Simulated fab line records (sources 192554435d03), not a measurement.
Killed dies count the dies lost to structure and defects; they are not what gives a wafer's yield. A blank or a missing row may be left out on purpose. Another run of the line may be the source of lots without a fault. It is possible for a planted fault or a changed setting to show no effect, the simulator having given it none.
Code-filled problem report in 8D (eight disciplines) form || flow n5_finfet || the parts of the form that need people (team, actions taken, sign-off) are left out

## 1. THE ISSUE
killed_at_M4_up at N5_PASSIVATION_PROBE_49 reads a mean of 150 on 6 wafers of 2 lots; wafers without a fault read 14 with a standard deviation of 4.8. That puts it +28 standard deviations away from the usual mean.
The first sign was on wafer L507.2 at day 14 17:22, on prober-02. The record has a number at this step for 6 wafers belonging to 2 lots. Rule for "out", or "out of limits": more than 4 standard deviations from the usual mean. The other wafers with a number count as sound.

## 2. WHAT THIS IS AND IS NOT
{"question": "which readings at this step", "is": "killed_at_M4_up, defect_limited_yield, killed_dies, sort_bin_5_function, sort_n_pass, sort_yield_pct", "is not": "killed_at_contacts, killed_open, killed_short, sort_bin_8_speed"}
{"question": "which lots", "is": "L507, L510", "is not": "-"}
{"question": "which wafers of those lots", "is": "all that have a number", "is not": "-"}
{"question": "read on which tools", "is": "prober-01, prober-02", "is not": "-"}
{"question": "when", "is": "from day 14 17:22", "is not": "up to then (0 sound wafers)"}

## 3. SUSPECTS, AND WHAT RULES EACH OUT
Counting: a tool at any process step up to the reading remains a suspect when it ran all the lots that are out and ran no sound lot after the first of those.
- pvd_sputter-01 at N5_BEOL_M14_SPUTTER_45 (material Cu, target thk 100 nm, time 16.67 s): kept. It ran every lot that is out, first L507 (day 13 18:41), and no sound lot after that.
- pvd_sputter-03 at N5_PASSIVATION_PRE_CLEAN_19: kept. It ran every lot that is out, first L507 (day 14 11:48), and no sound lot after that.
Remaining after the count are pvd_sputter-01 at N5_BEOL_M14_SPUTTER_45 and pvd_sputter-03 at N5_PASSIVATION_PRE_CLEAN_19.

## 4. THE CAUSE (what the simulator had put in)
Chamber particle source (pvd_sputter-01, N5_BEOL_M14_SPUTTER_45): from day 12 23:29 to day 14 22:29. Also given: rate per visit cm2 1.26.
This tool is one of the 2 suspects left after counting.

## 5. SEQUENCE OF EFFECTS, ordered by route
Each row: a reading whose mean over the struck wafers that have a number lies more than 3 standard deviations from the usual. Only readings whose record carries a usual standard deviation are examined. hours: median over the lots of the time between each lot's start at the first step of this table that gives one and its start at this step. sigmas: the change, counted in usual standard deviations.
{"hours": 0, "step": "N5_PASSIVATION_PROBE_49", "reading": "defect_limited_yield", "usual": "91.0 %", "on struck wafers": 80.2, "change": -10.8, "sigmas": -7.2}
{"hours": 0, "step": "N5_PASSIVATION_PROBE_49", "reading": "killed_at_M4_up", "usual": 14, "on struck wafers": 150, "change": "+136", "sigmas": "+28"}
{"hours": 0, "step": "N5_PASSIVATION_PROBE_49", "reading": "killed_dies", "usual": 106, "on struck wafers": 234, "change": "+128", "sigmas": "+7.1"}
{"hours": 0, "step": "N5_PASSIVATION_PROBE_49", "reading": "sort_bin_5_function", "usual": "5.3 %", "on struck wafers": 11.8, "change": "+6.5", "sigmas": "+6.5"}
{"hours": 0, "step": "N5_PASSIVATION_PROBE_49", "reading": "sort_n_pass", "usual": 1074, "on struck wafers": 946, "change": -128, "sigmas": -7.1}
{"hours": 0, "step": "N5_PASSIVATION_PROBE_49", "reading": "sort_yield_pct", "usual": "91.0 %", "on struck wafers": 80.2, "change": -10.8, "sigmas": -7.2}
Here are the process steps it includes:
- N5_PASSIVATION_PROBE_49

## 6. HOW IT WOULD HAVE BEEN CAUGHT EARLIER
42 hours passed between the start of the fault at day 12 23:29 and the first reading out of limits in this record, taken at day 14 17:22.
Tool readings at N5_BEOL_M14_SPUTTER_45 with a usual standard deviation given in the record: none out on any struck wafer, hence no alarm at a limit of 4 standard deviations on them.
By day 14 17:22 the whole set of lots that are out, 2 in number, had already begun N5_BEOL_M14_SPUTTER_45 on pvd_sputter-01. None of them would have been spared by holding the tool at that moment.
